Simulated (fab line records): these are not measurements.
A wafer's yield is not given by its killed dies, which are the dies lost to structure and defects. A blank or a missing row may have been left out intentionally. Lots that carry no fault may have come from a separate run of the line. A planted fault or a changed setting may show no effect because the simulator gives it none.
Chamber matching || flow n5 finfet || 4 sister chambers for N5_BEOL_M11_ETCH_62 on rie diel-06
The step etches SOC in N2/H2, target depth 110 nm, overetch 22 nm, time 165 s. 20 wafers are shown with their chamber, then 10 later ones without.

WAFERS, EACH WITH ITS CHAMBER
{"wafer": "L076.3", "chamber": 2, "drypump motor current A (A)": 5.8, "throttle valve pct (%)": 18.50, "showerhead plenum p Torr (Torr)": 2.41}
{"wafer": "L076.4", "chamber": 3, "drypump motor current A (A)": 5.9, "throttle valve pct (%)": 17.69, "showerhead plenum p Torr (Torr)": 2.48}
{"wafer": "L076.6", "chamber": 2, "drypump motor current A (A)": 5.8, "throttle valve pct (%)": 18.51, "showerhead plenum p Torr (Torr)": 2.41}
{"wafer": "L079.4", "chamber": 3, "drypump motor current A (A)": 5.9, "throttle valve pct (%)": 17.70, "showerhead plenum p Torr (Torr)": 2.48}
{"wafer": "L079.5", "chamber": 3, "drypump motor current A (A)": 5.9, "throttle valve pct (%)": 17.70, "showerhead plenum p Torr (Torr)": 2.48}
{"wafer": "L079.6", "chamber": 2, "drypump motor current A (A)": 5.7, "throttle valve pct (%)": 18.13, "showerhead plenum p Torr (Torr)": 2.73}
{"wafer": "L078.1", "chamber": 2, "drypump motor current A (A)": 5.7, "throttle valve pct (%)": 18.13, "showerhead plenum p Torr (Torr)": 2.73}
{"wafer": "L078.4", "chamber": 0, "drypump motor current A (A)": 5.5, "throttle valve pct (%)": 17.74, "showerhead plenum p Torr (Torr)": 2.70}
{"wafer": "L078.6", "chamber": 2, "drypump motor current A (A)": 5.8, "throttle valve pct (%)": 18.14, "showerhead plenum p Torr (Torr)": 2.73}
{"wafer": "L082.1", "chamber": 1, "drypump motor current A (A)": 6.2, "throttle valve pct (%)": 18.25, "showerhead plenum p Torr (Torr)": 2.64}
{"wafer": "L082.2", "chamber": 3, "drypump motor current A (A)": 5.9, "throttle valve pct (%)": 17.71, "showerhead plenum p Torr (Torr)": 2.47}
{"wafer": "L082.3", "chamber": 0, "drypump motor current A (A)": 5.5, "throttle valve pct (%)": 17.74, "showerhead plenum p Torr (Torr)": 2.70}
{"wafer": "L087.3", "chamber": 1, "drypump motor current A (A)": 6.2, "throttle valve pct (%)": 18.28, "showerhead plenum p Torr (Torr)": 2.63}
{"wafer": "L087.5", "chamber": 2, "drypump motor current A (A)": 5.8, "throttle valve pct (%)": 18.16, "showerhead plenum p Torr (Torr)": 2.72}
{"wafer": "L087.6", "chamber": 1, "drypump motor current A (A)": 6.2, "throttle valve pct (%)": 18.27, "showerhead plenum p Torr (Torr)": 2.63}
{"wafer": "L088.3", "chamber": 1, "drypump motor current A (A)": 6.2, "throttle valve pct (%)": 18.26, "showerhead plenum p Torr (Torr)": 2.63}
{"wafer": "L088.5", "chamber": 2, "drypump motor current A (A)": 5.7, "throttle valve pct (%)": 18.16, "showerhead plenum p Torr (Torr)": 2.72}
{"wafer": "L088.6", "chamber": 3, "drypump motor current A (A)": 5.9, "throttle valve pct (%)": 17.73, "showerhead plenum p Torr (Torr)": 2.47}
{"wafer": "L090.2", "chamber": 1, "drypump motor current A (A)": 6.2, "throttle valve pct (%)": 18.28, "showerhead plenum p Torr (Torr)": 2.63}
{"wafer": "L090.4", "chamber": 0, "drypump motor current A (A)": 5.5, "throttle valve pct (%)": 17.80, "showerhead plenum p Torr (Torr)": 2.69}

SIGNATURES (means of the wafers above)
{"reading": "drypump motor current A", "chamber 0": 5.500, "chamber 1": 6.200, "chamber 2": 5.757, "chamber 3": 5.900, "scatter within a chamber": 0.0327}
{"reading": "throttle valve pct", "chamber 0": 17.7600, "chamber 1": 18.2680, "chamber 2": 18.2471, "chamber 3": 17.7060, "scatter within a chamber": 0.109}
{"reading": "showerhead plenum p Torr", "chamber 0": 2.6967, "chamber 1": 2.6320, "chamber 2": 2.6357, "chamber 3": 2.4760, "scatter within a chamber": 0.0946}
Rule: a wafer lies at a distance from a chamber equal to the root of the sum of squares, over the readings, of (its reading less the chamber's mean, divided by the reading's scatter). The wafer belongs to the nearest chamber; if the next one is less than 2 further off, it can't be placed. The scatter: the root of (the sum of the squares of (reading less its chamber's mean) over the shown wafers, divided by (wafers less chambers)).

WAFERS WITH NO CHAMBER GIVEN
{"wafer": "L090.6", "drypump motor current A (A)": 6.3, "throttle valve pct (%)": 18.27, "showerhead plenum p Torr (Torr)": 2.63}
{"wafer": "L091.1", "drypump motor current A (A)": 5.8, "throttle valve pct (%)": 18.18, "showerhead plenum p Torr (Torr)": 2.72}
{"wafer": "L091.2", "drypump motor current A (A)": 5.9, "throttle valve pct (%)": 17.73, "showerhead plenum p Torr (Torr)": 2.47}
{"wafer": "L091.4", "drypump motor current A (A)": 5.5, "throttle valve pct (%)": 17.79, "showerhead plenum p Torr (Torr)": 2.69}
{"wafer": "L096.1", "drypump motor current A (A)": 5.9, "throttle valve pct (%)": 17.76, "showerhead plenum p Torr (Torr)": 2.46}
{"wafer": "L096.3", "drypump motor current A (A)": 5.5, "throttle valve pct (%)": 17.79, "showerhead plenum p Torr (Torr)": 2.69}
{"wafer": "L096.4", "drypump motor current A (A)": 6.2, "throttle valve pct (%)": 18.29, "showerhead plenum p Torr (Torr)": 2.62}
{"wafer": "L097.2", "drypump motor current A (A)": 5.5, "throttle valve pct (%)": 17.80, "showerhead plenum p Torr (Torr)": 2.69}
{"wafer": "L097.4", "drypump motor current A (A)": 5.7, "throttle valve pct (%)": 18.21, "showerhead plenum p Torr (Torr)": 2.71}
{"wafer": "L097.6", "drypump motor current A (A)": 5.5, "throttle valve pct (%)": 17.81, "showerhead plenum p Torr (Torr)": 2.69}

WHICH CHAMBER EACH WENT THROUGH
{"wafer": "L090.6", "from the rows above": 1, "in truth": 1}
{"wafer": "L091.1", "from the rows above": 2, "in truth": 2}
{"wafer": "L091.2", "from the rows above": 3, "in truth": 3}
{"wafer": "L091.4", "from the rows above": 0, "in truth": 0}
{"wafer": "L096.1", "from the rows above": 3, "in truth": 3}
{"wafer": "L096.3", "from the rows above": 0, "in truth": 0}
{"wafer": "L096.4", "from the rows above": 1, "in truth": 1}
{"wafer": "L097.2", "from the rows above": 0, "in truth": 0}
{"wafer": "L097.4", "from the rows above": 2, "in truth": 2}
{"wafer": "L097.6", "from the rows above": 0, "in truth": 0}
Correctly placed: 10 of 10. Number that these rows cannot place: 0. Number placed wrongly: 0.
